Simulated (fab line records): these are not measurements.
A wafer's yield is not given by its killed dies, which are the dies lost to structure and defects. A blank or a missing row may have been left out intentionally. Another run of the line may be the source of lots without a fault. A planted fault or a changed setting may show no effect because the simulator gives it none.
fab line records	flow n5_finfet
record lots=5	wafers=12	last_day=20
route steps=1938 shown BEOL_M1@821 BEOL_M2@841 BEOL_M4@1111 PASSIVATION@1936
lots that met no fault: from a run of the same line without faults
start_h: hours from the record's first day to the start of the lot's first wafer shown	wait_h: hours since the lot's step before	" identical to the entry in the row above	L1.1+2: a row that stands for several wafers	- no value, or no start given	* or withheld: withheld	< > ~ a bound
route shown NAME@n: a module of which the file shows steps, and the number in the route of the first	usual: mean and standard deviation over wafers with no fault	same: alike in all rows	chamber/n: place in a boat	sites: each site's reading	_std_site: how widely they spread, as a standard deviation	_edge_site: mean of outer sites minus mean of inner sites	radius_mm: how far each site lies from the wafer's centre	mask NAME#n: copy n	behind: the last tool/chamber to shape the wafer	hold: cause of the lot's hold/its duration in hours/its outcome	device: transistor that didn't switch, given as n, p or np	end of line: tests run on the same wafers once the route is complete	a step with no rows: only its recipe	killed: not the wafer's yield, but the dies lost to structure and defects at the first sort	map: shows each die of a wafer: x if killed, . if not, _ if none is there
set.NAME: setting as actually run; set.NAME@STEP: the setting as run at that earlier step	model.NAME: the simulator's own value behind a step, which no gauge read
lots at selected steps of the route; one table per step, one row per wafer
services: a tool's chamber out of use, with start hour (start_h, from the record's first day; less than 0 if before it), hours out, and reason
## steps
# step N5_BEOL_M1_ANNEAL_87
# recipe temp_c=400	time_s=240	ambient=vacuum
# step N5_BEOL_M1_SPUTTER_88
# recipe material=Cu	target_thk_a=45	temp_c=-20	chamber_pressure_pa=0.07	power_w=withheld	time_s=8.29
# step N5_BEOL_M1_ANNEAL_89
# recipe temp_c=400	time_s=240	ambient=vacuum
# step N5_BEOL_M1_SPUTTER_90
# recipe material=Cu	target_thk_a=45	temp_c=-20	chamber_pressure_pa=0.07	power_w=withheld	time_s=8.29
# step N5_BEOL_M1_ANNEAL_91
# recipe temp_c=400	time_s=240	ambient=vacuum
# step N5_BEOL_M1_SPUTTER_92
# recipe material=Cu	target_thk_a=45	temp_c=-20	chamber_pressure_pa=0.07	power_w=withheld	time_s=8.29
# step N5_BEOL_M1_ANNEAL_93
# recipe temp_c=400	time_s=240	ambient=vacuum
# step N5_BEOL_M1_SPUTTER_94
# recipe material=Cu	target_thk_a=45	temp_c=-20	chamber_pressure_pa=0.07	power_w=withheld	time_s=8.29
# step N5_BEOL_M1_ANNEAL_95
# recipe temp_c=400	time_s=240	ambient=vacuum
# step N5_BEOL_M1_SPUTTER_96
# recipe material=Cu	target_thk_a=45	temp_c=-20	chamber_pressure_pa=0.07	power_w=withheld	time_s=8.29
# step N5_BEOL_M1_ECD_50
# recipe material=Cu	target_thk_a=3000
# step N5_BEOL_M1_ANNEAL_51
# recipe temp_c=225	time_s=90	ambient=N2
# step N5_BEOL_M1_CMP_52
# recipe stop_on=SiOC	t_overpolish_s=6.8	down_force_psi=1	platen_rpm=50	clearing_platen_down_force_psi=1.5	clearing_platen_rpm=50	post_cmp_clean=cu_alkaline	target_thk_nm=40	clearing_platen_pad_velocity_m_s=0.99484	pad_velocity_m_s=0.99484
# usual barrier_field_endpoint_s=24.4/0.78	motor_current_A=6.3/0.4	overpolish_run_s=6.799/0.0093	time_to_endpoint_s=62/4.4
# same t_overpolish_s=6.8
lot.wafer	tool	chamber	start_h	wait_h	barrier_field_endpoint_s	motor_current_A	overpolish_run_s	time_to_endpoint_s
L743.1	cmp-04	0	174.29	0.3	25.0	6.3	6.794	69
L743.6	"	0	"	"	25.5	6.5	6.804	70
L743.5	"	1	"	"	23.8	6.2	6.793	58
L754.3	cmp-04	0	234.92	0.3	41.3	6.3	0.050	80
L754.6	"	1	"	"	23.1	6.4	6.796	53
L756.3	cmp-04	1	250.73	0.2	41.3	6.2	0.041	81
L756.5	"	2	"	"	41.3	6.0	0.036	80
L757.2	cmp-04	1	253.01	0.2	22.3	6.1	6.794	51
L757.3	"	0	"	"	41.3	6.1	0.038	82
L761.3	cmp-01	0	270.60	0.2	23.6	6.0	6.805	61
L761.6	"	2	"	"	24.3	5.7	6.787	60
L761.5	"	3	"	"	24.6	6.9	6.797	61
# step N5_BEOL_M1_PRE_CLEAN_60
# recipe gas=NH3/H2	time_s=15	temp_c=*	rf_power_w=300
# step N5_BEOL_M1_CO_CAP_55
# recipe material=Co	target_thk_a=20	temp_c=200	precursor=CCTBA/H2	pressure_torr=30	time_s=102.1
# step N5_BEOL_M1_PRE_CLEAN_56
# recipe gas=NH3	time_s=15	temp_c=withheld	rf_power_w=300
# step N5_BEOL_M1_DEP_57
# recipe material=SiCN	target_thk_a=80	temp_c=withheld	precursor=3MS/NH3	pressure_torr=3	rf_w=202	time_s=14
# step N5_BEOL_M1_INSPECT_59
# recipe inspect_instrument=darkfield	mode=post_dep
# usual raw_defect_count=72/23
lot.wafer	tool	chamber	start_h	wait_h	raw_defect_count
L743.1	defect_inspect-02	-	174.87	0.0	105
L743.5	"	-	"	"	72
L743.6	"	-	"	"	65
L754.3	defect_inspect-02	-	235.39	0.0	1471
L754.6	"	-	"	"	61
L756.3	defect_inspect-02	-	251.34	0.0	1598
L756.5	"	-	"	"	1537
L757.2	defect_inspect-01	-	253.59	0.0	84
L757.3	"	-	"	"	1640
L761.3	defect_inspect-01	-	271.11	0.0	77
L761.5	"	-	"	"	94
L761.6	"	-	"	"	69
# step N5_BEOL_M2_ILD_DEP_00
# recipe material=SiOC	target_thk_a=790	temp_c=350	precursor=DEMS/O2	pressure_torr=5	rf_w=500	time_s=15.3
# step N5_BEOL_M2_PECVD_72
# recipe material=SiO2	target_thk_a=160	temp_c=400	precursor=TEOS/O2	pressure_torr=5.5	rf_w=450	teos_flow_sccm=53.8	gas=O2	flow_sccm=3000	time_s=18
# step N5_BEOL_M2_HM_DEP_02
# recipe material=TiN	target_thk_a=200	temp_c=25	chamber_pressure_pa=0.49996
# step N5_BEOL_M2_COAT_61
# recipe resist=SOC	temp_c=250	time_s=60	spin_rpm=1500	resist_thk_nm=60
# step N5_BEOL_M2_COAT_62
# recipe resist=SiARC	temp_c=220	time_s=60	spin_rpm=1500	resist_thk_nm=12
# step N5_BEOL_M2_COAT_73
# recipe resist=underlayer	temp_c=205	time_s=60	spin_rpm=1500	resist_thk_nm=5
# step N5_BEOL_M2_COAT_05
# recipe resist=CAR-EUV	spin_rpm=1500	resist_thk_nm=30
# step N5_BEOL_M2_EBR_07
# recipe solvent=PGMEA	ebr_width_mm=1.5
# step N5_BEOL_M2_SOFTBAKE_06
# recipe temp_c=110	time_s=60	resist=CAR-EUV
# step N5_BEOL_M2_EXPOSE_08
# recipe mask_id=M2	na=0.33	source_shape=dipole	sigma_inner=0.369	sigma_outer=0.767	polarization=unpolarized	dose_mj=41.25
# step N5_BEOL_M2_PEB_09
# recipe peb_temp_c=100	peb_time_s=60	resist=CAR-EUV
# step N5_BEOL_M2_DEVELOP_10
# recipe develop_time_s=30	developer=TMAH	resist=CAR-EUV	rinse_liquid=surfactant_rinse	dry=air_spin	dev_temp_c=23
# step N5_BEOL_M2_DESCUM_16
# recipe chemistry=O2	time_s=7	source_power_w=50	bias_power_w=20	pressure_mtorr=20	rf_frequency_hz=2.712e+07	temp_c=40	resist=CAR-EUV	o2_flow_sccm=225
# step N5_BEOL_M2_ETCH_74
# recipe chemistry=N2/H2	target=underlayer	target_depth_a=65	mask_material=CAR-EUV	time_s=5.2	ion_energy_ev=200	pressure_mtorr=30	source_w=840	bias_w=150	n2_flow_sccm=200	h2_flow_sccm=200	ends=cleared
# step N5_BEOL_M2_ETCH_63
# recipe chemistry=CF4	target=SiARC	target_depth_a=156	mask_material=CAR-EUV	time_s=26	ion_energy_ev=80	pressure_mtorr=40	source_w=545	bias_w=36	Ar_flow_sccm=100	cf4_flow_sccm=100	ends=cleared
# step N5_BEOL_M2_ETCH_64
# recipe chemistry=N2/H2	target=SOC	target_depth_a=750	overetch_a=225	mask_material=SiARC	temp_c=40	time_s=121.9	ion_energy_ev=200	pressure_mtorr=30	source_w=840	bias_w=150	n2_flow_sccm=200	h2_flow_sccm=200
# step N5_BEOL_M2_STRIP_65
# recipe chemistry=N2/H2	temp_c=40	n2_flow_sccm=200	h2_flow_sccm=200	rf_frequency_hz=6e+07
# step N5_BEOL_M2_STRIP_75
# recipe chemistry=N2/H2	temp_c=40	n2_flow_sccm=200	h2_flow_sccm=200	rf_frequency_hz=6e+07
# step N5_BEOL_M4_RC_MEAS_101
# usual DIBL_N=37.1/2.6	DIBL_P=38/3	IOFF_N=0.18/0.052	IOFF_P=0.25/0.06	ION_N=678/15	ION_P=467/8.6	SS_N=71.7/0.73	SS_P=73.7/0.89	VT_N=249/4.3	VT_P=-248/3.8
lot.wafer	tool	chamber	start_h	wait_h	DIBL_N[mV/V]	DIBL_P[mV/V]	IOFF_N[nA/um]	IOFF_P[nA/um]	ION_N[uA/um]	ION_P[uA/um]	SS_N[mV/dec]	SS_P[mV/dec]	VT_N[mV]	VT_P[mV]
L743.1	prober-02	0	272.96	0.0	36.6	38	0.17	0.27	669	466	71.8	73.7	250	-247
L743.5	"	0	"	"	31.1	30	0.09	0.16	638	451	71.0	71.6	261	-254
L743.6	"	0	"	"	35.8	35	0.15	0.22	666	465	71.7	73.3	252	-250
L754.6	prober-01	0	343.21	0.8	41.4	44	0.28	0.44	696	476	72.5	75.9	242	-240
L757.2	prober-01	0	348.81	0.2	38.7	41	0.21	0.26	686	463	72.1	74.4	248	-248
L761.3	prober-02	0	375.66	0.3	38.1	39	0.22	0.27	683	469	72.4	74.3	245	-249
L761.5	"	0	"	"	37.7	40	0.22	0.29	690	468	72.2	74.0	245	-247
L761.6	"	0	"	"	40.0	42	0.27	0.34	699	472	72.8	74.7	242	-242
# step N5_PASSIVATION_PROBE_49
# usual defect_limited_yield=91.4/1.4	killed_at_M0_to_M3=34/9.1	killed_at_M4_up=14/5.2	killed_at_contacts=12/6.4	killed_at_front_end=38/11	killed_at_other=3.7/2.8	killed_dies=102/17	killed_on_rim=14/3.9	killed_open=68/13	killed_short=32/7.8	sort_bin_4_leakage=0.05/0.3	sort_bin_5_function=5.1/1	sort_bin_6_memory=3.2/0.66	sort_bin_8_speed=0.1/0.92	sort_n_pass=1076/19	sort_yield_pct=91.2/1.6
# same gross_dies=1180	killed_at_back_side=0
lot.wafer	tool	chamber	start_h	wait_h	defect_limited_yield[%]	killed_at_M0_to_M3	killed_at_M4_up	killed_at_contacts	killed_at_front_end	killed_at_other	killed_dies	killed_on_rim	killed_open	killed_short	sort_bin_4_leakage[%]	sort_bin_5_function[%]	sort_bin_6_memory[%]	sort_bin_8_speed[%]	sort_n_pass	sort_yield_pct[%]
L743.1	prober-01	-	387.55	0.0	91.6	46	17	3	32	1	99	12	66	25	0	4.2	3.9	0	1081	91.6
L743.5	prober-01	-	387.75	0.2	91.7	29	13	6	47	3	98	9	60	35	0	5.4	2.5	2.1	1057	89.6
L743.6	prober-01	-	387.80	0.3	92.3	33	9	4	42	3	91	10	51	40	0	5.1	2.5	0	1089	92.3
L754.3	prober-01	-	449.22	0.1	0	1108	28	11	33	0	1180	152	67	28	0	4.7	3.1	0	0	0
L754.6	prober-01	-	449.37	0.3	90.6	50	17	16	27	1	111	20	68	42	0.85	5.3	3.8	0	1059	89.7
L757.2	prober-01	-	450.93	0.1	89.4	45	17	20	39	4	125	18	77	48	0	6.5	3.6	0	1055	89.4
L757.3	prober-01	-	450.98	0.1	0	1124	7	12	34	3	1180	152	59	45	0	5.3	3.5	0	0	0
L756.3	prober-01	-	468.91	0.1	0	1126	3	9	36	6	1180	152	63	31	0	4.8	3.0	0	0	0
L756.5	prober-01	-	469.01	0.2	0	1121	10	1	43	5	1180	152	67	25	0	4.2	3.4	0	0	0
L761.3	prober-01	-	477.25	0.1	90.8	40	18	17	30	4	109	15	81	24	0	6.1	3.1	0	1071	90.8
L761.5	prober-01	-	477.35	0.2	89.7	34	23	28	31	6	122	15	81	40	0	6.2	3.6	0	1058	89.7
L761.6	prober-01	-	477.40	0.3	91.6	33	15	11	33	7	99	16	68	26	0	5.7	2.3	0	1081	91.6
# killed by level:class
L743.1 BEOL_M1:geometric_particle:open=14 STI_FIN_REVEAL:geometric_particle:open=11 BEOL_M3:geometric_particle:open=9 BEOL_M2:geometric_particle:open=7 BEOL_M4:geometric_particle:open=7 FIN_SAQP:geometric_particle:short=4 DUMMY_GATE:geometric_particle:open=4 BEOL_M2:geometric_particle:short=3
L743.5 STI_FIN_REVEAL:geometric_particle:open=14 FIN_SAQP:geometric_particle:short=12 BEOL_M2:geometric_particle:open=12 GATE_CUT:geometric_particle:short=5 BEOL_M0_SAQP:geometric_particle:short=5 BEOL_M1:geometric_particle:open=5 MOL_CONTACT_COAG:geometric_particle:open=4 BEOL_M3:geometric_particle:open=4
L743.6 FIN_SAQP:geometric_particle:open=10 FIN_SAQP:geometric_particle:short=8 STI_FIN_REVEAL:geometric_particle:open=8 GATE_CUT:geometric_particle:open=6 BEOL_M2:geometric_particle:open=6 BEOL_M4:geometric_particle:open=6 BEOL_M3:geometric_particle:short=5 BEOL_M1:geometric_particle:open=4
L754.3 BEOL_M1:area_cmp=1085 BEOL_M4:geometric_particle:open=12 STI_FIN_REVEAL:geometric_particle:open=11 BEOL_M0_SAQP:geometric_particle:open=6 MOL_CONTACT_COAG:geometric_particle:short=6 BEOL_M5:geometric_particle:open=6 MOL_CONTACT_COAG:geometric_particle:open=5 BEOL_M6:geometric_particle:open=5
L754.6 BEOL_M0_SAQP:geometric_particle:short=18 BEOL_M0_SAQP:geometric_particle:open=17 MOL_CONTACT_COAG:geometric_particle:open=13 BEOL_M2:geometric_particle:open=8 BEOL_M4:geometric_particle:open=8 GATE_CUT:geometric_particle:short=6 STI_FIN_REVEAL:geometric_particle:open=4 STARTING-WAFER:geometric_particle:short=4
L757.2 FIN_SAQP:geometric_particle:short=15 MOL_CONTACT_COAG:geometric_particle:open=13 BEOL_M3:geometric_particle:open=10 BEOL_M4:geometric_particle:open=8 BEOL_M2:geometric_particle:open=8 MOL_CONTACT_COAG:geometric_particle:short=7 BEOL_M0_SAQP:geometric_particle:open=7 BEOL_M0_SAQP:geometric_particle:short=6
L757.3 BEOL_M1:area_cmp=1076 BEOL_M0_SAQP:geometric_particle:short=16 MOL_CONTACT_COAG:geometric_particle:open=11 FIN_SAQP:geometric_particle:short=10 BEOL_M3:geometric_particle:open=9 FIN_SAQP:geometric_particle:open=7 BEOL_M0_SAQP:geometric_particle:open=6 BEOL_M1:geometric_particle:open=6
L756.3 BEOL_M1:area_cmp=1086 FIN_SAQP:geometric_particle:open=9 BEOL_M2:geometric_particle:open=8 MOL_CONTACT_COAG:geometric_particle:open=8 BEOL_M3:geometric_particle:open=7 BEOL_M0_SAQP:geometric_particle:short=7 STI_FIN_REVEAL:geometric_particle:open=6 BEOL_M0_SAQP:geometric_particle:open=6
L756.5 BEOL_M1:area_cmp=1088 BEOL_M2:geometric_particle:open=10 FIN_SAQP:geometric_particle:open=9 STI_FIN_REVEAL:geometric_particle:open=9 BEOL_M3:geometric_particle:open=9 BEOL_M0_SAQP:geometric_particle:open=5 STARTING-WAFER:geometric_particle:open=5 GATE_CUT:geometric_particle:short=4
L761.3 MOL_CONTACT_COAG:geometric_particle:open=14 STI_FIN_REVEAL:geometric_particle:open=10 BEOL_M1:geometric_particle:open=9 BEOL_M2:geometric_particle:open=9 BEOL_M4:geometric_particle:open=7 FIN_SAQP:geometric_particle:open=6 BEOL_M0_SAQP:geometric_particle:open=5 BEOL_M0_SAQP:geometric_particle:short=5
L761.5 MOL_CONTACT_COAG:geometric_particle:open=22 BEOL_M3:geometric_particle:open=11 BEOL_M0_SAQP:geometric_particle:short=7 BEOL_M0:geometric_particle:open=7 BEOL_M4:geometric_particle:open=7 STI_FIN_REVEAL:geometric_particle:open=6 MOL_CONTACT_COAG:geometric_particle:short=6 FIN_SAQP:geometric_particle:open=5
L761.6 FIN_SAQP:geometric_particle:open=12 MOL_CONTACT_COAG:geometric_particle:open=9 BEOL_M3:geometric_particle:open=9 BEOL_M0_SAQP:geometric_particle:open=8 STI_FIN_REVEAL:geometric_particle:open=7 BEOL_M0_SAQP:geometric_particle:short=5 BEOL_M1:geometric_particle:open=5 BEOL_M4:geometric_particle:open=5
# map L754.3 (x killed, . not)
_________________xxxxxxxxxxxx________________
______________xxxxxxxxxxxxxxxxxx_____________
___________xxxxxxxxxxxxxxxxxxxxxxxx__________
__________xxxxxxxxxxxxxxxxxxxxxxxxxx_________
________xxxxxxxxxxxxxxxxxxxxxxxxxxxxxx_______
_______xxxxxxxxxxxxxxxxxxxxxxxxxxxxxxxx______
______xxxxxxxxxxxxxxxxxxxxxxxxxxxxxxxxxx_____
_____xxxxxxxxxxxxxxxxxxxxxxxxxxxxxxxxxxxx____
____xxxxxxxxxxxxxxxxxxxxxxxxxxxxxxxxxxxxxx___
___xxxxxxxxxxxxxxxxxxxxxxxxxxxxxxxxxxxxxxxx__
___xxxxxxxxxxxxxxxxxxxxxxxxxxxxxxxxxxxxxxxx__
__xxxxxxxxxxxxxxxxxxxxxxxxxxxxxxxxxxxxxxxxxx_
__xxxxxxxxxxxxxxxxxxxxxxxxxxxxxxxxxxxxxxxxxx_
_xxxxxxxxxxxxxxxxxxxxxxxxxxxxxxxxxxxxxxxxxxxx
_xxxxxxxxxxxxxxxxxxxxxxxxxxxxxxxxxxxxxxxxxxxx
_xxxxxxxxxxxxxxxxxxxxxxxxxxxxxxxxxxxxxxxxxxxx
_xxxxxxxxxxxxxxxxxxxxxxxxxxxxxxxxxxxxxxxxxxxx
_xxxxxxxxxxxxxxxxxxxxxxxxxxxxxxxxxxxxxxxxxxxx
_xxxxxxxxxxxxxxxxxxxxxxxxxxxxxxxxxxxxxxxxxxxx
_xxxxxxxxxxxxxxxxxxxxxxxxxxxxxxxxxxxxxxxxxxxx
_xxxxxxxxxxxxxxxxxxxxxxxxxxxxxxxxxxxxxxxxxxxx
__xxxxxxxxxxxxxxxxxxxxxxxxxxxxxxxxxxxxxxxxxx_
__xxxxxxxxxxxxxxxxxxxxxxxxxxxxxxxxxxxxxxxxxx_
___xxxxxxxxxxxxxxxxxxxxxxxxxxxxxxxxxxxxxxxx__
___xxxxxxxxxxxxxxxxxxxxxxxxxxxxxxxxxxxxxxxx__
____xxxxxxxxxxxxxxxxxxxxxxxxxxxxxxxxxxxxxx___
_____xxxxxxxxxxxxxxxxxxxxxxxxxxxxxxxxxxxx____
______xxxxxxxxxxxxxxxxxxxxxxxxxxxxxxxxxx_____
_______xxxxxxxxxxxxxxxxxxxxxxxxxxxxxxxx______
________xxxxxxxxxxxxxxxxxxxxxxxxxxxxxx_______
__________xxxxxxxxxxxxxxxxxxxxxxxxxx_________
___________xxxxxxxxxxxxxxxxxxxxxxxx__________
______________xxxxxxxxxxxxxxxxxx_____________
_________________xxxxxxxxxxxx________________
# map L756.3 (x killed, . not)
_________________xxxxxxxxxxxx________________
______________xxxxxxxxxxxxxxxxxx_____________
___________xxxxxxxxxxxxxxxxxxxxxxxx__________
__________xxxxxxxxxxxxxxxxxxxxxxxxxx_________
________xxxxxxxxxxxxxxxxxxxxxxxxxxxxxx_______
_______xxxxxxxxxxxxxxxxxxxxxxxxxxxxxxxx______
______xxxxxxxxxxxxxxxxxxxxxxxxxxxxxxxxxx_____
_____xxxxxxxxxxxxxxxxxxxxxxxxxxxxxxxxxxxx____
____xxxxxxxxxxxxxxxxxxxxxxxxxxxxxxxxxxxxxx___
___xxxxxxxxxxxxxxxxxxxxxxxxxxxxxxxxxxxxxxxx__
___xxxxxxxxxxxxxxxxxxxxxxxxxxxxxxxxxxxxxxxx__
__xxxxxxxxxxxxxxxxxxxxxxxxxxxxxxxxxxxxxxxxxx_
__xxxxxxxxxxxxxxxxxxxxxxxxxxxxxxxxxxxxxxxxxx_
_xxxxxxxxxxxxxxxxxxxxxxxxxxxxxxxxxxxxxxxxxxxx
_xxxxxxxxxxxxxxxxxxxxxxxxxxxxxxxxxxxxxxxxxxxx
_xxxxxxxxxxxxxxxxxxxxxxxxxxxxxxxxxxxxxxxxxxxx
_xxxxxxxxxxxxxxxxxxxxxxxxxxxxxxxxxxxxxxxxxxxx
_xxxxxxxxxxxxxxxxxxxxxxxxxxxxxxxxxxxxxxxxxxxx
_xxxxxxxxxxxxxxxxxxxxxxxxxxxxxxxxxxxxxxxxxxxx
_xxxxxxxxxxxxxxxxxxxxxxxxxxxxxxxxxxxxxxxxxxxx
_xxxxxxxxxxxxxxxxxxxxxxxxxxxxxxxxxxxxxxxxxxxx
__xxxxxxxxxxxxxxxxxxxxxxxxxxxxxxxxxxxxxxxxxx_
__xxxxxxxxxxxxxxxxxxxxxxxxxxxxxxxxxxxxxxxxxx_
___xxxxxxxxxxxxxxxxxxxxxxxxxxxxxxxxxxxxxxxx__
___xxxxxxxxxxxxxxxxxxxxxxxxxxxxxxxxxxxxxxxx__
____xxxxxxxxxxxxxxxxxxxxxxxxxxxxxxxxxxxxxx___
_____xxxxxxxxxxxxxxxxxxxxxxxxxxxxxxxxxxxx____
______xxxxxxxxxxxxxxxxxxxxxxxxxxxxxxxxxx_____
_______xxxxxxxxxxxxxxxxxxxxxxxxxxxxxxxx______
________xxxxxxxxxxxxxxxxxxxxxxxxxxxxxx_______
__________xxxxxxxxxxxxxxxxxxxxxxxxxx_________
___________xxxxxxxxxxxxxxxxxxxxxxxx__________
______________xxxxxxxxxxxxxxxxxx_____________
_________________xxxxxxxxxxxx________________
## services
tool	chamber	start_h	hours	kind
cmp-04	-	168.36	0.7	repair
cmp-04	-	177.61	0.6	repair
cmp-01	-	204.95	3.9	pm
cmp-01	-	213.82	3.0	pm
cmp-04	-	221.71	4.0	pm
cmp-04	-	225.71	-	consumable_replace:conditioner
cmp-04	-	225.71	-	consumable_replace:pad
cmp-01	-	228.36	0.2	repair
cmp-04	-	239.49	3.6	repair
cmp-01	-	251.22	4.1	repair
## key
first_sign step=N5_BEOL_M1_CMP_52	reading=overpolish_run_s	direction=down	sigmas=99+	usual=6.799	struck=0.041
effect step=N5_BEOL_M1_CMP_52	reading=barrier_field_endpoint_s	direction=up	sigmas=22	usual=24.4	struck=41.3
effect step=N5_BEOL_M1_INSPECT_59	reading=raw_defect_count	direction=up	sigmas=64	usual=72	struck=1562
effect step=N5_PASSIVATION_PROBE_49	reading=killed_at_M0_to_M3	direction=up	sigmas=99+	usual=34	struck=1120
more_kills_born_at N5_BEOL_M1_CMP_52@cmp-04=4335
met_at N5_BEOL_M1_CMP_52
struck_wafers L754.3,L756.3,L756.5,L757.3
later_rows_left_out L754.3,L756.3,L756.5,L757.3
onset_between 174.29 234.92
fault kind=process_parameter_drift	tool=cmp-04	chamber=-	onset_h=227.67	steps=N5_BEOL_M1_CMP_52	channel=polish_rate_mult	offset=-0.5	shape=step	end_h=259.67	scope=struck_wafers_only
# later_rows_left_out: the simulator's readings of these wafers behind a module that went badly wrong aren't trusted and aren't shown, but for the sort
